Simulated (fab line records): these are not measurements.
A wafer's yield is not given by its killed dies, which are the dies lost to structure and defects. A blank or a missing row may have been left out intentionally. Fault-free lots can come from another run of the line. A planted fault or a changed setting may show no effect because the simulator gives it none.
Code-filled problem report in 8D (eight disciplines) form ; flow nand_harc ; the parts of the form that need people (team, actions taken, sign-off) are left out

1. THE ISSUE
Mean of thk_nm at NHARC_A_ONON_D2_THK_MEAS_08: 1549 nm across 6 wafers in 2 lots; on wafers with no fault it is 997 nm (standard deviation 12). That is +46 standard deviations from the usual mean.
The step: measures by ellipsometry.
First observed at day 15 21:14: wafer L112.1, on film_metro-02. Wafers with a number at this step in the record: 42, from 14 lots. The rule behind "out" and "out of limits": a value lying over 4 standard deviations away from the usual mean. The other wafers with a number count as sound.

2. WHAT THIS IS AND IS NOT
question;is;is not
which readings at this step;thk_nm;-
which lots;L112, L113;L105, L106, L107, L119, L121, L122, L123, L124, L125, L126, L127, L128
which wafers of those lots;all that have a number;-
read on which gauges;film_metro-01, film_metro-02;-
when;from day 15 21:14;"up to then (9 sound wafers); but 27 sound wafers of L119, L121, L122, L123, L124, L125, L126, L127, L128 came after"

3. WHAT RULES OUT EACH SUSPECT
Counting: a tool at a process step up to the reading stays a suspect if it ran every lot that is out and no sound lot after the first of them.
- the gauge at NHARC_A_ONON_D2_THK_MEAS_08: ruled out. 2 gauges (film_metro-01, film_metro-02) read the wafers that are out.
- pecvd_onon-02 at NHARC_A_ONON_D2_DEP_06 (target thk 1000 nm): ruled out as a lasting fault. Sound lots L119, L126 ran on it after its first lot that is out, L112 (day 15 20:43).
Left after counting: nothing in the record.

4. THE CAUSE (what the simulator had put in)
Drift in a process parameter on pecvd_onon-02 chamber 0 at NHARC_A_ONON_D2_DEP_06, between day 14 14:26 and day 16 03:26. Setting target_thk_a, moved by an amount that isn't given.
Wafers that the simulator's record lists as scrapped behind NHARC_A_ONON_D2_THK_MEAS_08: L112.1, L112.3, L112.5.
The count ruled it out by mistake, since the rule takes a fault to strike every lot its tool runs from the start of the fault on, and this one did not do so.

5. THE EFFECT CHAIN, in route order
Rows list readings where the struck wafers' mean (over those with a number) sits beyond 3 standard deviations from the usual. Only readings whose record carries a usual standard deviation are examined. hours: median over the lots of the time between each lot's start at the first step of this table that gives one and its start at this step. sigmas: the change, counted in usual standard deviations.
hours;step;reading;usual;on struck wafers;change;sigmas
0;NHARC_A_ONON_D2_THK_MEAS_08;thk_nm;997 nm;1549;+552;+46

6. WHAT WOULD HAVE CAUGHT IT SOONER
In this record the first reading out of limits at a measuring or inspecting step was taken at day 15 21:14, 31 hours after the fault began at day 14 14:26.
No tool reading at NHARC_A_ONON_D2_DEP_06 that has a usual standard deviation in the record was out on any struck wafer, so an alarm limit of 4 standard deviations on those readings would not have fired.
